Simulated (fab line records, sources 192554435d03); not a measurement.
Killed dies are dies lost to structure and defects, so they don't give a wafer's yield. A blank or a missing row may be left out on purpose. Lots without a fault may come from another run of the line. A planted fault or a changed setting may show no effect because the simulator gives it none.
Chamber matching | flow n5_finfet | N5_BEOL_M5_ETCH_72 on rie_diel-04: 4 sister chambers
The step etches underlayer in N2/H2, target depth 6.5 nm, time 5.2 s. 4 wafers are shown with their chamber, then 7 later ones without.

WAFERS WITH THEIR CHAMBER
wafer  | chamber | throttle_valve_pct (%)
L089.4 | 1       | 18.03
L089.5 | 3       | 18.26
L091.2 | 0       | 17.47
L091.3 | 2       | 17.68

WAFERS WITHOUT THEIR CHAMBER
wafer  | throttle_valve_pct (%)
L091.6 | 17.49
L094.1 | 17.72
L094.5 | 17.72
L094.6 | 18.06
L096.1 | 17.73
L096.3 | 18.06
L096.4 | 17.51

WHICH CHAMBER EACH WENT THROUGH
wafer  | from the rows above | in truth
L091.6 | 0                   | 0
L094.1 | 2                   | 2
L094.5 | 2                   | 2
L094.6 | 1                   | 1
L096.1 | 2                   | 2
L096.3 | 1                   | 1
L096.4 | 0                   | 0
Placed correctly: 7 of 7. Can't be placed from these rows: 0. Placed wrongly: 0.
How it was worked out, from the rows above alone: a wafer's distance from a chamber is the root of the sum, over the readings, of the square of ((its reading less the chamber's mean) divided by the reading's scatter). The wafer belongs to the nearest chamber; if the next one is less than 2 further off, it can't be placed. A chamber's mean is the mean of its shown wafers. The scatter: with one shown wafer a chamber, the root of the mean of the squares of how far each hidden wafer lies from its nearest shown one.
